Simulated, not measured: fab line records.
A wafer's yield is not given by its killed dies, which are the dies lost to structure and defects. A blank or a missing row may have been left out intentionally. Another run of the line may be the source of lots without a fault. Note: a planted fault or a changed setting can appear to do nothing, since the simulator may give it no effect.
Chamber matching / flow nandHarc / aldHk-03 running NHARC_A_CHANNEL_FILL_D1_ALD_25: 4 sister chambers
The step deposits SiOx, target thk 60 nm, pulse time 10 s, ald cycles 600. 30 wafers are shown with their chamber, then 12 later ones without.

== WAFERS WITH THEIR CHAMBER ==
wafer=L074.2; chamber=3; heaterPowerW (W)=537; precursorPulseHeightRel=1.012
wafer=L074.3; chamber=2; heaterPowerW (W)=398; precursorPulseHeightRel=1.010
wafer=L074.6; chamber=1; heaterPowerW (W)=403; precursorPulseHeightRel=1.042
wafer=L075.2; chamber=1; heaterPowerW (W)=420; precursorPulseHeightRel=1.007
wafer=L075.5; chamber=3; heaterPowerW (W)=532; precursorPulseHeightRel=1.029
wafer=L075.6; chamber=0; heaterPowerW (W)=469; precursorPulseHeightRel=1.000
wafer=L079.2; chamber=1; heaterPowerW (W)=421; precursorPulseHeightRel=1.005
wafer=L079.3; chamber=0; heaterPowerW (W)=483; precursorPulseHeightRel=0.993
wafer=L079.1; chamber=3; heaterPowerW (W)=549; precursorPulseHeightRel=0.969
wafer=L079.4; chamber=2; heaterPowerW (W)=406; precursorPulseHeightRel=0.984
wafer=L079.5; chamber=0; heaterPowerW (W)=480; precursorPulseHeightRel=0.983
wafer=L079.6; chamber=1; heaterPowerW (W)=420; precursorPulseHeightRel=1.009
wafer=L081.1; chamber=0; heaterPowerW (W)=484; precursorPulseHeightRel=0.972
wafer=L081.2; chamber=1; heaterPowerW (W)=424; precursorPulseHeightRel=0.972
wafer=L081.6; chamber=3; heaterPowerW (W)=521; precursorPulseHeightRel=1.041
wafer=L082.1; chamber=3; heaterPowerW (W)=520; precursorPulseHeightRel=0.988
wafer=L082.4; chamber=2; heaterPowerW (W)=404; precursorPulseHeightRel=0.974
wafer=L082.6; chamber=1; heaterPowerW (W)=422; precursorPulseHeightRel=1.036
wafer=L084.1; chamber=0; heaterPowerW (W)=476; precursorPulseHeightRel=0.983
wafer=L084.3; chamber=2; heaterPowerW (W)=412; precursorPulseHeightRel=0.993
wafer=L084.4; chamber=1; heaterPowerW (W)=405; precursorPulseHeightRel=0.953
wafer=L084.2; chamber=3; heaterPowerW (W)=534; precursorPulseHeightRel=0.976
wafer=L084.5; chamber=0; heaterPowerW (W)=482; precursorPulseHeightRel=1.022
wafer=L084.6; chamber=1; heaterPowerW (W)=424; precursorPulseHeightRel=0.965
wafer=L086.3; chamber=1; heaterPowerW (W)=431; precursorPulseHeightRel=1.023
wafer=L086.2; chamber=3; heaterPowerW (W)=546; precursorPulseHeightRel=0.988
wafer=L086.5; chamber=0; heaterPowerW (W)=475; precursorPulseHeightRel=0.997
wafer=L089.4; chamber=0; heaterPowerW (W)=480; precursorPulseHeightRel=0.981
wafer=L089.5; chamber=2; heaterPowerW (W)=410; precursorPulseHeightRel=1.014
wafer=L089.6; chamber=1; heaterPowerW (W)=416; precursorPulseHeightRel=0.993

SIGNATURES, as means of the wafers listed above
reading=heaterPowerW; chamber 0=478.62; chamber 1=418.60; chamber 2=406.00; chamber 3=534.14; scatter within a chamber=8.11
reading=precursorPulseHeightRel; chamber 0=0.99138; chamber 1=1.00050; chamber 2=0.99500; chamber 3=1.00043; scatter within a chamber=0.0243
Rule: for a wafer and a chamber, the distance is found by dividing, reading by reading, the gap between the wafer's reading and the chamber's mean by the reading's scatter, squaring, summing and taking the root. The wafer belongs to the nearest chamber; if the next one is less than 2 further off, it can't be placed. The scatter: the root of (the sum of the squares of (reading less its chamber's mean) over the shown wafers, divided by (wafers less chambers)).

== WAFERS WITHOUT THEIR CHAMBER ==
wafer=L091.4; heaterPowerW (W)=468; precursorPulseHeightRel=0.973
wafer=L091.1; heaterPowerW (W)=420; precursorPulseHeightRel=0.990
wafer=L091.5; heaterPowerW (W)=563; precursorPulseHeightRel=1.017
wafer=L093.2; heaterPowerW (W)=411; precursorPulseHeightRel=1.013
wafer=L093.4; heaterPowerW (W)=464; precursorPulseHeightRel=0.997
wafer=L093.5; heaterPowerW (W)=592; precursorPulseHeightRel=0.977
wafer=L094.3; heaterPowerW (W)=405; precursorPulseHeightRel=0.968
wafer=L094.4; heaterPowerW (W)=582; precursorPulseHeightRel=0.992
wafer=L094.1; heaterPowerW (W)=471; precursorPulseHeightRel=0.972
wafer=L094.2; heaterPowerW (W)=401; precursorPulseHeightRel=0.995
wafer=L094.5; heaterPowerW (W)=412; precursorPulseHeightRel=1.011
wafer=L094.6; heaterPowerW (W)=573; precursorPulseHeightRel=1.008

== THE CHAMBER EACH PASSED THROUGH ==
wafer=L091.4; from the rows above=0; in truth=0
wafer=L091.1; from the rows above=can't be placed: 1 or 2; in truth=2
wafer=L091.5; from the rows above=3; in truth=3
wafer=L093.2; from the rows above=can't be placed: 2 or 1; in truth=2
wafer=L093.4; from the rows above=0; in truth=0
wafer=L093.5; from the rows above=3; in truth=3
wafer=L094.3; from the rows above=can't be placed: 2 or 1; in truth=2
wafer=L094.4; from the rows above=3; in truth=3
wafer=L094.1; from the rows above=0; in truth=0
wafer=L094.2; from the rows above=can't be placed: 2 or 1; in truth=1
wafer=L094.5; from the rows above=can't be placed: 1 or 2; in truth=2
wafer=L094.6; from the rows above=3; in truth=3
7 of 12 placed correctly. These rows do not allow placing 5 (true chamber among the candidates in 5). 0 placed wrongly.
